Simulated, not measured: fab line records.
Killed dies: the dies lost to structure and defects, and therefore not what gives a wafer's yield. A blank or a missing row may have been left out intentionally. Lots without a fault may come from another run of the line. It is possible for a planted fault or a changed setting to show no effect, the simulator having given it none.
Split-lot study | flow n5Finfet | 21 wafers read from 7 lots, route of 1938 steps

ON THE SPLIT
At N5_BEOL_M6_ETCH_66 (etches SOC in N2/H2, target depth 80 nm, overetch 16 nm, time 120 s), the setting biasW was moved away from the recipe's 150 W on 3 of the 21 wafers read, by +7.5% to +15.0%. The other wafers ran this setting at the recipe's value.

The split's own step is where the reading is taken.

THE READING
rfVppV, in V, at N5_BEOL_M6_ETCH_66 (etches SOC in N2/H2, target depth 80 nm, overetch 16 nm, time 120 s). On this fab line, fault-free wafers typically give 523.1 V with a standard deviation of 2.2 V.

wafer  | tool, chamber at the split | biasW as run, W | against the recipe | rfVppV, V | against lot-mates on the recipe
L085.1 | rieDiel-03, 0              | 150             | recipe             | 521.2     | -
L085.2 | rieDiel-03, 2              | 150             | recipe             | 522.1     | -
L085.6 | rieDiel-03, 1              | 172.5           | +15.0%             | 571.3     | +49.6
L086.1 | rieDiel-03, 1              | 161.2           | +7.5%              | 546.4     | +24.4
L086.2 | rieDiel-03, 2              | 150             | recipe             | 522.0     | -
L086.5 | rieDiel-03, 2              | 161.2           | +7.5%              | 547.2     | +25.2
L088.1 | rieDiel-03, 1              | 150             | recipe             | 523.0     | -
L088.2 | rieDiel-03, 0              | 150             | recipe             | 522.1     | -
L088.3 | rieDiel-03, 3              | 150             | recipe             | 521.1     | -
L090.1 | rieDiel-02, 0              | 150             | recipe             | 525.2     | -
L090.2 | rieDiel-02, 3              | 150             | recipe             | 529.0     | -
L090.3 | rieDiel-02, 2              | 150             | recipe             | 523.0     | -
L091.3 | rieDiel-03, 2              | 150             | recipe             | 522.0     | -
L091.4 | rieDiel-03, 3              | 150             | recipe             | 519.4     | -
L091.6 | rieDiel-03, 1              | 150             | recipe             | 522.4     | -
L094.2 | rieDiel-02, 1              | 150             | recipe             | 523.3     | -
L094.5 | rieDiel-02, 0              | 150             | recipe             | 525.9     | -
L094.6 | rieDiel-02, 3              | 150             | recipe             | 528.1     | -
L096.3 | rieDiel-03, 0              | 150             | recipe             | 523.0     | -
L096.4 | rieDiel-03, 2              | 150             | recipe             | 521.8     | -
L096.5 | rieDiel-03, 3              | 150             | recipe             | 520.0     | -

FIT RESULTS
A straight line over all 21 wafers: rfVppV changes by +3.21 V for each +1% of biasW; r = +0.98; the points scatter about the line by 2.4 V.
The same after taking each lot's own level away (the mean of its wafers on the recipe; 21 wafers): +3.31 V for each +1%; r = +0.99; scatter 1.5 V.
According to that fit, moving biasW by its largest amount changes the reading by 50 V.
The lots' own levels span 521.27 to 525.77 V, that is 2.0 times the standard deviation above.
So the lot-to-lot level changes the slope little: the two slopes agree.
Check: for one of the wafers moved furthest among these (+15.0%), held out of the fit, the line's prediction against its lot-mates is +49.8 V. Against them it came out at +49.6 V.
Tool readings at the split's step, against how far the setting was moved: rfVppV r = +0.98.

OTHER SPLITS ON THESE WAFERS
Other splits were also applied to these wafers ahead of the reading. Each is held against what the fit with the lots' levels taken away leaves over:
other split on the same wafers | wafers away from the commonest value | r with rfVppV (lot level and that fit taken away)
N5_BEOL_M6_COAT_22 spinRpm     | 11                                   | -0.18

THE WHOLE CHAIN: every reading that the file lists as answering this split, in the file's order
step               | what it does                                                        | reading                                                                         | change (the file's fit)                | r (the file's)
N5_BEOL_M6_ETCH_66 | etches SOC in N2/H2, target depth 80 nm, overetch 16 nm, time 120 s | rfVppV                                                                          | +3.32 V for each +1% of the setting    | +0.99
N5_BEOL_M6_ETCH_66 | etches SOC in N2/H2, target depth 80 nm, overetch 16 nm, time 120 s | SiARC_of_BEOL_M6_COAT_64.thkNm (the simulator's own value, which no gauge read) | -0.0988 nm for each +1% of the setting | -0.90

FILE'S OWN FIT
rfVppV changes by +3.32 V for each +1% of biasW, r = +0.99.
